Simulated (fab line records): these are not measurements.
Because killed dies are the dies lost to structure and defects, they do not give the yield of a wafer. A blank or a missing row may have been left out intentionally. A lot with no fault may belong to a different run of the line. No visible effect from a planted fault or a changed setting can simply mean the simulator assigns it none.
The tool behind it: which one? -- flow n5_finfet -- Sampling: 24 lots, 72 wafers, 6 of 1938 route steps

== WHAT THE GAUGES SHOWED, per wafer ==
N5_BEOL_M15_THK_MEAS_50: measures by xrf.
lot,measured,on,M15_THK (nm)
L074,day 11 17:30,film_metro-01,874 870 875
L075,day 11 19:37,film_metro-01,870 869 879
L076,day 11 23:28,film_metro-01,873 866 849
L077,day 12 11:52,film_metro-02,876 888 868
L078,day 12 12:59,film_metro-01,860 860 856
L079,day 12 13:48,film_metro-01,861 856 848
L080,day 12 17:02,film_metro-02,858 874 854
L081,day 12 23:32,film_metro-01,850 879 863
L082,day 13 09:55,film_metro-02,838 857 852
L083,day 13 12:25,film_metro-01,889 866 891
L084,day 13 19:47,film_metro-01,889 923 921
L085,day 13 23:37,film_metro-02,844 834 850
L086,day 14 08:04,film_metro-01,881 848 866
L088,day 14 12:50,film_metro-01,843 853 885
L089,day 14 20:02,film_metro-02,872 869 841
L090,day 15 00:49,film_metro-02,861 867 907
L087,day 15 04:03,film_metro-02,862 852 851
L091,day 15 04:11,film_metro-01,867 867 872
L092,day 16 22:37,film_metro-01,871 855 871
L093,day 17 06:13,film_metro-01,835 824 824
L094,day 17 07:25,film_metro-02,870 860 873
L097,day 17 10:32,film_metro-02,874 837 851
L095,day 17 13:35,film_metro-02,824 836 837
L096,day 18 11:22,film_metro-01,853 835 848

== EACH LOT AND THE TOOL THAT RAN IT (in order: tool; ch and the chambers of the sampled wafers; start) ==
lot,N5_BEOL_M14_ILD_DEP_00,N5_BEOL_M14_STRIP_63,N5_BEOL_M14_STRIP_64,N5_BEOL_M15_ETCH_61,N5_BEOL_M15_DEGAS_41
L074,"pecvd-04 ch 0,1,2, day 11 07:35","rie_diel-03 ch 0,3, day 11 14:51 or earlier","rie_diel-03 ch 0,3, day 11 14:51 or earlier","rie_diel-06 ch 0,3, day 11 14:51","pvd_sputter-02, day 11 16:03"
L075,"pecvd-03 ch 0,2, day 11 07:43","rie_diel-05 ch 0,2,3, day 11 17:40 or earlier","rie_diel-05 ch 0,2,3, day 11 17:40 or earlier","rie_diel-06 ch 1,3, day 11 17:40","pvd_sputter-03, day 11 18:22"
L076,"pecvd-04 ch 0,1, day 11 10:20","rie_diel-01 ch 0,1, day 11 18:19 or earlier","rie_diel-01 ch 0,1, day 11 18:19 or earlier","rie_diel-06 ch 2,3, day 11 18:19","pvd_sputter-02, day 11 21:20"
L077,"pecvd-03 ch 0,1,2, day 11 22:39","rie_diel-03 ch 0,1,3, day 12 05:54 or earlier","rie_diel-03 ch 0,1,3, day 12 05:54 or earlier","rie_diel-02 ch 0,1,3, day 12 05:54","pvd_sputter-03, day 12 09:29"
L078,"pecvd-01 ch 0,1, day 11 23:10","rie_diel-03 ch 0,3, day 12 07:47 or earlier","rie_diel-03 ch 0,3, day 12 07:47 or earlier","rie_diel-06 ch 1,2, day 12 07:47","pvd_sputter-02, day 12 09:59"
L079,"pecvd-04 ch 0,2, day 12 02:22","rie_diel-05 ch 2,3, day 12 08:48 or earlier","rie_diel-05 ch 2,3, day 12 08:48 or earlier","rie_diel-04 ch 1,2,3, day 12 08:48","pvd_sputter-03, day 12 11:51"
L080,"pecvd-01 ch 1,2, day 12 05:48","rie_diel-01 ch 0,1, day 12 14:12 or earlier","rie_diel-01 ch 0,1, day 12 14:12 or earlier","rie_diel-06 ch 1,2,3, day 12 14:12","pvd_sputter-01, day 12 15:51"
L081,"pecvd-04 ch 0,1,2, day 12 12:55","rie_diel-03 ch 0,2,3, day 12 20:11 or earlier","rie_diel-03 ch 0,2,3, day 12 20:11 or earlier","rie_diel-06 ch 0,1,2, day 12 20:11","pvd_sputter-03, day 12 22:18"
L082,"pecvd-04 ch 0,1,2, day 13 00:35","rie_diel-01 ch 0,1,2, day 13 07:50 or earlier","rie_diel-01 ch 0,1,2, day 13 07:50 or earlier","rie_diel-04 ch 0,1,3, day 13 07:50","pvd_sputter-02, day 13 08:29"
L083,"pecvd-03 ch 1,2, day 13 01:29","rie_diel-01 ch 1,2, day 13 08:37 or earlier","rie_diel-01 ch 1,2, day 13 08:37 or earlier","rie_diel-06 ch 0,1, day 13 08:37","pvd_sputter-01, day 13 11:12"
L084,"pecvd-01 ch 0,2, day 13 09:34","rie_diel-01 ch 1,2,3, day 13 17:03 or earlier","rie_diel-01 ch 1,2,3, day 13 17:03 or earlier","rie_diel-06 ch 0,3, day 13 17:03","pvd_sputter-01, day 13 18:35"
L085,"pecvd-04 ch 0,1,2, day 13 13:25","rie_diel-01 ch 0,1,2, day 13 20:55 or earlier","rie_diel-01 ch 0,1,2, day 13 20:55 or earlier","rie_diel-04 ch 1,2,3, day 13 20:55","pvd_sputter-03, day 13 22:23"
L086,"pecvd-03 ch 0,2, day 13 19:27","rie_diel-05 ch 1,2,3, day 14 03:02 or earlier","rie_diel-05 ch 1,2,3, day 14 03:02 or earlier","rie_diel-02 ch 1,2,3, day 14 03:02","pvd_sputter-01, day 14 06:52"
L088,"pecvd-03 ch 0,1, day 14 01:22","rie_diel-05 ch 1,2,3, day 14 10:01 or earlier","rie_diel-05 ch 1,2,3, day 14 10:01 or earlier","rie_diel-06 ch 0,2,3, day 14 10:01","pvd_sputter-03, day 14 11:26"
L089,"pecvd-03 ch 0,1,2, day 14 09:07","rie_diel-03 ch 0,1,2, day 14 16:55 or earlier","rie_diel-03 ch 0,1,2, day 14 16:55 or earlier","rie_diel-02 ch 0,2,3, day 14 16:55","pvd_sputter-01, day 14 18:50"
L090,"pecvd-01 ch 0,2, day 14 11:26","rie_diel-05 ch 0,1,3, day 14 18:25 or earlier","rie_diel-05 ch 0,1,3, day 14 18:25 or earlier","rie_diel-06 ch 0,1,2, day 14 18:25","pvd_sputter-01, day 14 23:37"
L087,"pecvd-01 ch 0,2, day 14 12:41","rie_diel-03 ch 0,1, day 14 20:53 or earlier","rie_diel-03 ch 0,1, day 14 20:53 or earlier","rie_diel-06 ch 1,3, day 14 20:53","pvd_sputter-01, day 15 02:52"
L091,"pecvd-04 ch 0,1, day 14 13:50","rie_diel-05 ch 0,1, day 15 01:01 or earlier","rie_diel-05 ch 0,1, day 15 01:01 or earlier","rie_diel-06 ch 1,2, day 15 01:01","pvd_sputter-02, day 15 03:00"
L092,"pecvd-04 ch 0,1,2, day 16 07:08","rie_diel-03 ch 1,2, day 16 19:23 or earlier","rie_diel-03 ch 1,2, day 16 19:23 or earlier","rie_diel-02 ch 1,2, day 16 19:23","pvd_sputter-03, day 16 21:05"
L093,"pecvd-04 ch 0,1,2, day 16 18:05","rie_diel-03 ch 1,3, day 17 02:35 or earlier","rie_diel-03 ch 1,3, day 17 02:35 or earlier","rie_diel-04 ch 2,3, day 17 02:35","pvd_sputter-02, day 17 04:59"
L094,"pecvd-01 ch 0,2, day 16 18:22","rie_diel-05 ch 0,1,2, day 17 02:44 or earlier","rie_diel-05 ch 0,1,2, day 17 02:44 or earlier","rie_diel-02 ch 1,2, day 17 02:44","pvd_sputter-03, day 17 06:14"
L097,"pecvd-01 ch 0,1, day 16 19:14","rie_diel-05 ch 0,2,3, day 17 03:11 or earlier","rie_diel-05 ch 0,2,3, day 17 03:11 or earlier","rie_diel-04 ch 0,3, day 17 03:11","pvd_sputter-03, day 17 09:17"
L095,"pecvd-04 ch 0,1,2, day 16 19:48","rie_diel-05 ch 1,3, day 17 06:48 or earlier","rie_diel-05 ch 1,3, day 17 06:48 or earlier","rie_diel-04 ch 1,2, day 17 06:48","pvd_sputter-03, day 17 12:23"
L096,"pecvd-01 ch 0,1,2, day 17 20:14","rie_diel-01 ch 0,2, day 18 07:50 or earlier","rie_diel-01 ch 0,2, day 18 07:50 or earlier","rie_diel-06 ch 1,2,3, day 18 07:50","pvd_sputter-01, day 18 10:10"
- N5_BEOL_M14_ILD_DEP_00: deposits SiO2 from TEOS/O2, target thk 1119.3 nm, time 237.4 s.
- N5_BEOL_M14_STRIP_63: strips in O2.
- N5_BEOL_M14_STRIP_64: strips in O2.
- N5_BEOL_M15_ETCH_61: etches BARC in N2/H2, target depth 89 nm, overetch 26.7 nm, time 67.9 s.
- N5_BEOL_M15_DEGAS_41: time 60 s.

== WHAT THE TOOLS THEMSELVES READ (means of the sampled wafers that have a number; where no wafer has one, the mark that the record gives instead) ==
N5_BEOL_M14_ILD_DEP_00.
lot,tool,heater_power_w (W),showerhead_plenum_p_Torr (Torr),throttle_valve_pct (%)
L074,pecvd-04,380,8.33,17.6
L075,pecvd-03,453,8.31,18.5
L076,pecvd-04,401,8.31,17.8
L077,pecvd-03,532,8.34,19.0
L078,pecvd-01,685,8.39,19.5
L079,pecvd-04,477,8.36,17.6
L080,pecvd-01,703,8.33,18.7
L081,pecvd-04,425,8.34,17.6
L082,pecvd-04,497,8.34,17.6
L083,pecvd-03,611,8.36,19.7
L084,pecvd-01,617,8.32,18.2
L085,pecvd-04,455,8.34,17.8
L086,pecvd-03,446,8.33,18.5
L088,pecvd-03,494,8.36,19.6
L089,pecvd-03,581,8.35,19.3
L090,pecvd-01,592,8.31,18.0
L087,pecvd-01,513,8.32,18.2
L091,pecvd-04,418,8.31,17.8
L092,pecvd-04,446,8.34,17.7
L093,pecvd-04,416,8.34,17.7
L094,pecvd-01,587,8.31,18.2
L097,pecvd-01,679,8.40,19.6
L095,pecvd-04,473,8.34,17.8
L096,pecvd-01,648,8.34,18.9

N5_BEOL_M14_STRIP_63.
lot,tool,drypump_motor_current_A (A),oes_product_au (a.u.),rf_vpp_V (V),showerhead_plenum_p_Torr (Torr),temp_c (C),throttle_valve_pct (%)
L074,rie_diel-03,5.5,0.74,4.5,2.18,59.96,16.67
L075,rie_diel-05,6.0,0.86,3.6,2.11,60.02,16.50
L076,rie_diel-01,6.1,0.73,3.9,2.18,59.90,16.67
L077,rie_diel-03,5.4,0.79,4.4,2.17,60.08,16.68
L078,rie_diel-03,5.7,0.80,3.8,2.19,59.80,16.61
L079,rie_diel-05,5.8,0.90,3.3,2.10,59.88,16.49
L080,rie_diel-01,6.2,0.72,3.8,2.17,60.06,16.66
L081,rie_diel-03,5.4,0.83,3.3,2.17,59.98,16.47
L082,rie_diel-01,5.8,0.77,4.1,2.17,60.00,16.73
L083,rie_diel-01,5.4,0.83,3.6,2.16,59.99,16.78
L084,rie_diel-01,5.7,0.78,4.5,2.15,59.92,16.73
L085,rie_diel-01,5.7,0.77,3.6,2.16,59.83,16.74
L086,rie_diel-05,5.6,0.82,3.5,2.08,60.00,16.51
L088,rie_diel-05,5.6,0.83,3.4,2.08,59.98,16.53
L089,rie_diel-03,5.5,0.84,3.5,2.16,59.98,16.51
L090,rie_diel-05,5.7,0.87,3.8,2.09,60.04,16.38
L087,rie_diel-03,5.5,0.81,3.8,2.15,60.05,16.71
L091,rie_diel-05,5.5,0.81,3.6,2.10,59.93,16.30
L092,rie_diel-03,5.3,0.84,3.5,2.14,60.00,16.36
L093,rie_diel-03,5.3,0.84,3.5,2.13,59.87,16.62
L094,rie_diel-05,5.8,0.81,3.9,2.11,60.00,16.35
L097,rie_diel-05,6.0,0.87,3.7,2.09,60.11,16.44
L095,rie_diel-05,5.5,0.81,3.7,2.05,59.94,16.62
L096,rie_diel-01,5.9,0.72,3.5,2.14,60.10,16.82

N5_BEOL_M14_STRIP_64.
lot,tool,drypump_motor_current_A (A),oes_product_au (a.u.),rf_vpp_V (V),showerhead_plenum_p_Torr (Torr),temp_c (C),throttle_valve_pct (%)
L074,rie_diel-03,5.5,0.75,3.3,2.18,60.02,16.66
L075,rie_diel-05,6.0,0.85,3.4,2.11,60.02,16.50
L076,rie_diel-01,6.1,0.73,3.8,2.18,59.95,16.66
L077,rie_diel-03,5.4,0.79,3.5,2.17,60.03,16.66
L078,rie_diel-03,5.6,0.80,3.3,2.19,59.98,16.61
L079,rie_diel-05,5.8,0.91,3.1,2.10,59.92,16.50
L080,rie_diel-01,6.1,0.72,3.5,2.17,59.97,16.68
L081,rie_diel-03,5.5,0.84,3.8,2.17,60.09,16.47
L082,rie_diel-01,5.8,0.77,3.9,2.17,59.97,16.72
L083,rie_diel-01,5.4,0.83,3.7,2.16,59.94,16.78
L084,rie_diel-01,5.7,0.77,3.4,2.15,60.04,16.72
L085,rie_diel-01,5.7,0.77,3.8,2.16,60.04,16.74
L086,rie_diel-05,5.6,0.82,3.2,2.08,59.96,16.51
L088,rie_diel-05,5.6,0.83,3.9,2.08,60.05,16.53
L089,rie_diel-03,5.5,0.85,3.8,2.16,59.97,16.49
L090,rie_diel-05,5.7,0.87,3.7,2.09,59.96,16.39
L087,rie_diel-03,5.5,0.81,3.6,2.15,59.99,16.71
L091,rie_diel-05,5.5,0.80,3.6,2.10,59.91,16.30
L092,rie_diel-03,5.3,0.85,3.5,2.14,60.07,16.38
L093,rie_diel-03,5.3,0.83,3.9,2.13,59.98,16.62
L094,rie_diel-05,5.8,0.81,3.6,2.11,59.98,16.36
L097,rie_diel-05,6.0,0.88,3.5,2.09,59.95,16.43
L095,rie_diel-05,5.5,0.81,3.1,2.05,59.95,16.62
L096,rie_diel-01,6.0,0.73,3.2,2.14,59.99,16.80

N5_BEOL_M15_ETCH_61.
lot,tool,drypump_motor_current_A (A),oes_product_au (a.u.),rf_vpp_V (V),showerhead_plenum_p_Torr (Torr),throttle_valve_pct (%)
L074,rie_diel-06,5.4,0.61,522.6,2.49,18.12
L075,rie_diel-06,5.4,0.63,521.9,2.47,18.19
L076,rie_diel-06,5.7,0.65,520.1,2.44,18.13
L077,rie_diel-02,5.6,0.72,523.3,2.59,18.01
L078,rie_diel-06,5.6,0.66,523.5,2.51,17.98
L079,rie_diel-04,5.8,0.64,524.5,2.57,17.89
L080,rie_diel-06,5.6,0.65,521.4,2.48,18.07
L081,rie_diel-06,5.5,0.72,524.7,2.54,17.77
L082,rie_diel-04,5.7,0.63,523.5,2.53,17.88
L083,rie_diel-06,5.2,0.76,524.7,2.58,17.59
L084,rie_diel-06,5.2,0.74,523.9,2.54,17.69
L085,rie_diel-04,5.7,0.63,524.7,2.57,17.90
L086,rie_diel-02,5.6,0.66,524.0,2.56,17.99
L088,rie_diel-06,5.5,0.70,523.0,2.50,17.87
L089,rie_diel-02,5.4,0.66,523.8,2.57,17.97
L090,rie_diel-06,5.5,0.70,523.2,2.53,17.79
L087,rie_diel-06,5.4,0.62,521.0,2.46,18.24
L091,rie_diel-06,5.5,0.65,522.2,2.51,18.01
L092,rie_diel-02,5.7,0.80,522.8,2.54,17.78
L093,rie_diel-04,5.6,0.60,525.9,2.62,18.03
L094,rie_diel-02,5.7,0.78,523.3,2.54,17.78
L097,rie_diel-04,5.6,0.68,524.7,2.58,17.88
L095,rie_diel-04,6.0,0.61,524.2,2.55,17.84
L096,rie_diel-06,5.6,0.62,521.6,2.46,18.13

N5_BEOL_M15_DEGAS_41.
lot,tool,heater_power_w (W)
L074,pvd_sputter-02,453
L075,pvd_sputter-03,467
L076,pvd_sputter-02,478
L077,pvd_sputter-03,516
L078,pvd_sputter-02,459
L079,pvd_sputter-03,447
L080,pvd_sputter-01,526
L081,pvd_sputter-03,449
L082,pvd_sputter-02,452
L083,pvd_sputter-01,511
L084,pvd_sputter-01,513
L085,pvd_sputter-03,513
L086,pvd_sputter-01,495
L088,pvd_sputter-03,470
L089,pvd_sputter-01,509
L090,pvd_sputter-01,526
L087,pvd_sputter-01,467
L091,pvd_sputter-02,472
L092,pvd_sputter-03,474
L093,pvd_sputter-02,429
L094,pvd_sputter-03,457
L097,pvd_sputter-03,485
L095,pvd_sputter-03,466
L096,pvd_sputter-01,498

== THE ANSWER, worked out from the rows above alone ==
Rule: the lots themselves supply what counts as usual. Put in order of their means at a reading, lots are off if they are a third of the lots or fewer, leave a main group of 4 or more, and stand apart from it by a gap of 3 or more times the standard deviation of the main group's means; of several such gaps the widest counts. A main group whose means are all the same, to the digits that the tables above print for the reading, isn't used. Also off: a lot with no number at a reading for which 4 or more lots have one. The other lots that the step has rows for count as sound. First the gauges in route order, then the tools' own readings, where a lot's mean is used as printed above. At the first step where some lot is off, the reading lying furthest off is the one used; lots without a number count as furthest.
Nothing can be told from this: no lot is off at any reading shown.

== WHAT THE SIMULATOR HAD PUT IN ==
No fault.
